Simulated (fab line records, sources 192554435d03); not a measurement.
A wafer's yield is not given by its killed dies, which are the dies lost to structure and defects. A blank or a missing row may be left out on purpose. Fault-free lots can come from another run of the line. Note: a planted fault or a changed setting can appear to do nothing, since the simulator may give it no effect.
Chamber matching ; flow n5_finfet ; N5_BEOL_M4_DEP_57 on pecvd-03: 3 sister chambers
The step deposits SiCN from 3MS/NH3, target thk 8 nm, time 14 s. 6 wafers are shown with their chamber, then 6 later ones without.

## WAFERS WITH THEIR CHAMBER
wafer;chamber;throttle_valve_pct (%);showerhead_plenum_p_Torr (Torr)
L803.3;0;9.3;3.653
L807.1;0;9.4;3.658
L807.3;1;9.3;3.675
L809.2;2;8.6;3.662
L809.5;1;9.2;3.681
L809.6;2;8.5;3.665

## WAFERS WITH NO CHAMBER GIVEN
wafer;throttle_valve_pct (%);showerhead_plenum_p_Torr (Torr)
L819.1;9.4;3.658
L819.3;8.4;3.674
L819.5;9.6;3.658
L822.2;8.3;3.667
L822.4;8.8;3.673
L822.6;9.2;3.691

## WHICH CHAMBER EACH WENT THROUGH
wafer;from the rows above;in truth
L819.1;0;0
L819.3;2;2
L819.5;0;0
L822.2;2;2
L822.4;2;2
L822.6;1;1
Correct placement for 6 of the 6. Not placeable from these rows: 0. Placed wrongly: 0.
How it was worked out, from the rows above alone: a wafer's distance from a chamber is the root of the sum, over the readings, of the square of ((its reading less the chamber's mean) divided by the reading's scatter). The wafer belongs to the nearest chamber; if the next one is less than 2 further off, it can't be placed. Each chamber's mean is taken over the wafers shown for it. The scatter: the root of (the sum of the squares of (reading less its chamber's mean) over the shown wafers, divided by (wafers less chambers)).
